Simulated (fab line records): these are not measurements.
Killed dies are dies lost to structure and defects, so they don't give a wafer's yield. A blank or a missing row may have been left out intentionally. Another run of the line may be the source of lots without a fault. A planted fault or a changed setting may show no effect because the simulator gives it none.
Chamber matching / flow n5Finfet / N5_BEOL_M7_ETCH_61 on rieDiel-01 has 4 sister chambers
The step etches SiARC in CF4, target depth 45.5 nm, time 75.8 s. 20 wafers are shown with their chamber, then 10 later ones without.

EACH WAFER AND ITS CHAMBER
wafer=L078.1; chamber=0; showerheadPlenumPTorr (Torr)=2.23; drypumpMotorCurrentA (A)=5.7; throttleValvePct (%)=15.80
wafer=L078.3; chamber=2; showerheadPlenumPTorr (Torr)=2.08; drypumpMotorCurrentA (A)=5.0; throttleValvePct (%)=15.38
wafer=L078.5; chamber=0; showerheadPlenumPTorr (Torr)=2.23; drypumpMotorCurrentA (A)=5.8; throttleValvePct (%)=15.79
wafer=L080.1; chamber=3; showerheadPlenumPTorr (Torr)=2.07; drypumpMotorCurrentA (A)=4.6; throttleValvePct (%)=15.41
wafer=L080.4; chamber=2; showerheadPlenumPTorr (Torr)=2.08; drypumpMotorCurrentA (A)=4.9; throttleValvePct (%)=15.37
wafer=L080.6; chamber=2; showerheadPlenumPTorr (Torr)=2.08; drypumpMotorCurrentA (A)=4.9; throttleValvePct (%)=15.38
wafer=L079.2; chamber=1; showerheadPlenumPTorr (Torr)=2.05; drypumpMotorCurrentA (A)=5.8; throttleValvePct (%)=15.35
wafer=L079.4; chamber=3; showerheadPlenumPTorr (Torr)=2.07; drypumpMotorCurrentA (A)=4.7; throttleValvePct (%)=15.39
wafer=L079.5; chamber=0; showerheadPlenumPTorr (Torr)=2.23; drypumpMotorCurrentA (A)=5.7; throttleValvePct (%)=15.80
wafer=L081.3; chamber=3; showerheadPlenumPTorr (Torr)=2.07; drypumpMotorCurrentA (A)=4.6; throttleValvePct (%)=15.41
wafer=L081.4; chamber=1; showerheadPlenumPTorr (Torr)=2.05; drypumpMotorCurrentA (A)=5.8; throttleValvePct (%)=15.37
wafer=L081.5; chamber=2; showerheadPlenumPTorr (Torr)=2.08; drypumpMotorCurrentA (A)=4.9; throttleValvePct (%)=15.39
wafer=L085.2; chamber=1; showerheadPlenumPTorr (Torr)=2.05; drypumpMotorCurrentA (A)=5.8; throttleValvePct (%)=15.39
wafer=L085.4; chamber=0; showerheadPlenumPTorr (Torr)=2.22; drypumpMotorCurrentA (A)=5.8; throttleValvePct (%)=15.81
wafer=L085.5; chamber=3; showerheadPlenumPTorr (Torr)=2.06; drypumpMotorCurrentA (A)=4.7; throttleValvePct (%)=15.42
wafer=L088.1; chamber=1; showerheadPlenumPTorr (Torr)=2.05; drypumpMotorCurrentA (A)=5.8; throttleValvePct (%)=15.42
wafer=L088.4; chamber=2; showerheadPlenumPTorr (Torr)=2.08; drypumpMotorCurrentA (A)=4.9; throttleValvePct (%)=15.41
wafer=L088.5; chamber=2; showerheadPlenumPTorr (Torr)=2.08; drypumpMotorCurrentA (A)=5.0; throttleValvePct (%)=15.41
wafer=L090.3; chamber=3; showerheadPlenumPTorr (Torr)=2.06; drypumpMotorCurrentA (A)=4.7; throttleValvePct (%)=15.45
wafer=L090.4; chamber=1; showerheadPlenumPTorr (Torr)=2.04; drypumpMotorCurrentA (A)=5.8; throttleValvePct (%)=15.39

SIGNATURES (means of the wafers above)
reading=showerheadPlenumPTorr; chamber 0=2.2275; chamber 1=2.0480; chamber 2=2.0800; chamber 3=2.0660; scatter within a chamber=0.00415
reading=drypumpMotorCurrentA; chamber 0=5.750; chamber 1=5.800; chamber 2=4.933; chamber 3=4.660; scatter within a chamber=0.047
reading=throttleValvePct; chamber 0=15.8000; chamber 1=15.3840; chamber 2=15.3900; chamber 3=15.4160; scatter within a chamber=0.0197
Rule: a wafer lies at a distance from a chamber equal to the root of the sum of squares, over the readings, of (its reading less the chamber's mean, divided by the reading's scatter). The wafer belongs to the nearest chamber; if the next one is less than 2 further off, it can't be placed. The scatter: take each reading less its chamber's mean, square it, sum over the shown wafers, divide by the number of wafers less the number of chambers, and take the root.

WAFERS WHOSE CHAMBER IS MISSING
wafer=L090.6; showerheadPlenumPTorr (Torr)=2.07; drypumpMotorCurrentA (A)=5.0; throttleValvePct (%)=15.42
wafer=L092.1; showerheadPlenumPTorr (Torr)=2.06; drypumpMotorCurrentA (A)=4.6; throttleValvePct (%)=15.47
wafer=L092.2; showerheadPlenumPTorr (Torr)=2.22; drypumpMotorCurrentA (A)=5.8; throttleValvePct (%)=15.85
wafer=L092.3; showerheadPlenumPTorr (Torr)=2.04; drypumpMotorCurrentA (A)=5.8; throttleValvePct (%)=15.43
wafer=L093.3; showerheadPlenumPTorr (Torr)=2.07; drypumpMotorCurrentA (A)=4.9; throttleValvePct (%)=15.42
wafer=L093.4; showerheadPlenumPTorr (Torr)=2.22; drypumpMotorCurrentA (A)=5.8; throttleValvePct (%)=15.85
wafer=L093.6; showerheadPlenumPTorr (Torr)=2.04; drypumpMotorCurrentA (A)=5.8; throttleValvePct (%)=15.43
wafer=L094.1; showerheadPlenumPTorr (Torr)=2.04; drypumpMotorCurrentA (A)=5.8; throttleValvePct (%)=15.42
wafer=L094.4; showerheadPlenumPTorr (Torr)=2.06; drypumpMotorCurrentA (A)=4.7; throttleValvePct (%)=15.47
wafer=L094.6; showerheadPlenumPTorr (Torr)=2.07; drypumpMotorCurrentA (A)=5.0; throttleValvePct (%)=15.45

THE CHAMBER EACH PASSED THROUGH
wafer=L090.6; from the rows above=2; in truth=2
wafer=L092.1; from the rows above=3; in truth=3
wafer=L092.2; from the rows above=0; in truth=0
wafer=L092.3; from the rows above=1; in truth=1
wafer=L093.3; from the rows above=2; in truth=2
wafer=L093.4; from the rows above=0; in truth=0
wafer=L093.6; from the rows above=1; in truth=1
wafer=L094.1; from the rows above=1; in truth=1
wafer=L094.4; from the rows above=3; in truth=3
wafer=L094.6; from the rows above=2; in truth=2
10 of 10 placed correctly. Not placeable from these rows: 0. Number placed wrongly: 0.
